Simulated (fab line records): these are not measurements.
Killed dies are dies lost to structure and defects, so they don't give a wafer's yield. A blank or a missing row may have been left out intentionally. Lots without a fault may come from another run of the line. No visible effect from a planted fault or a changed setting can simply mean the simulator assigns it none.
Matching of chambers + flow n5 finfet + rie diel-06 running N5_BEOL_M4_VIA_ETCH_34: 4 sister chambers
The step etches the open film in C4F6/O2, target depth 69.4 nm, time 65.9 s. 8 wafers are shown with their chamber, then 10 later ones without.

== EACH WAFER AND ITS CHAMBER ==
| wafer  | chamber | drypump motor current A (A) | showerhead plenum p Torr (Torr) |
|--------|---------|-----------------------------|---------------------------------|
| L082.4 | 2       | 5.5                         | 2.92                            |
| L084.1 | 2       | 5.5                         | 2.92                            |
| L084.3 | 1       | 6.3                         | 2.78                            |
| L085.2 | 1       | 6.3                         | 2.77                            |
| L085.6 | 3       | 5.6                         | 2.75                            |
| L086.4 | 3       | 5.6                         | 2.75                            |
| L090.2 | 0       | 5.8                         | 3.01                            |
| L090.5 | 0       | 5.7                         | 3.01                            |

== WAFERS WITH NO CHAMBER GIVEN ==
| wafer  | drypump motor current A (A) | showerhead plenum p Torr (Torr) |
|--------|-----------------------------|---------------------------------|
| L090.6 | 5.6                         | 2.75                            |
| L093.1 | 5.6                         | 2.91                            |
| L093.3 | 5.6                         | 2.74                            |
| L093.4 | 6.2                         | 2.77                            |
| L095.1 | 5.7                         | 3.00                            |
| L095.2 | 5.6                         | 2.74                            |
| L095.3 | 6.3                         | 2.77                            |
| L094.2 | 5.6                         | 2.74                            |
| L094.3 | 5.7                         | 3.00                            |
| L094.6 | 5.6                         | 2.74                            |

== THE CHAMBER EACH PASSED THROUGH ==
| wafer  | from the rows above | in truth |
|--------|---------------------|----------|
| L090.6 | 3                   | 3        |
| L093.1 | 2                   | 2        |
| L093.3 | 3                   | 3        |
| L093.4 | 1                   | 1        |
| L095.1 | 0                   | 0        |
| L095.2 | 3                   | 3        |
| L095.3 | 1                   | 1        |
| L094.2 | 3                   | 3        |
| L094.3 | 0                   | 0        |
| L094.6 | 3                   | 3        |
Correctly placed: 10 of 10. Number that these rows cannot place: 0. 0 placed wrongly.
How it was worked out, from the rows above alone: a wafer's distance from a chamber is the root of the sum, over the readings, of the square of ((its reading less the chamber's mean) divided by the reading's scatter). If the next closest chamber is less than 2 further off than the closest, the wafer can't be placed; otherwise it belongs to the closest. For every chamber, the mean is computed from those of its wafers that are shown. The scatter is the square root of a quotient: the sum, over the shown wafers, of each reading's squared deviation from its chamber's mean, divided by wafers minus chambers.
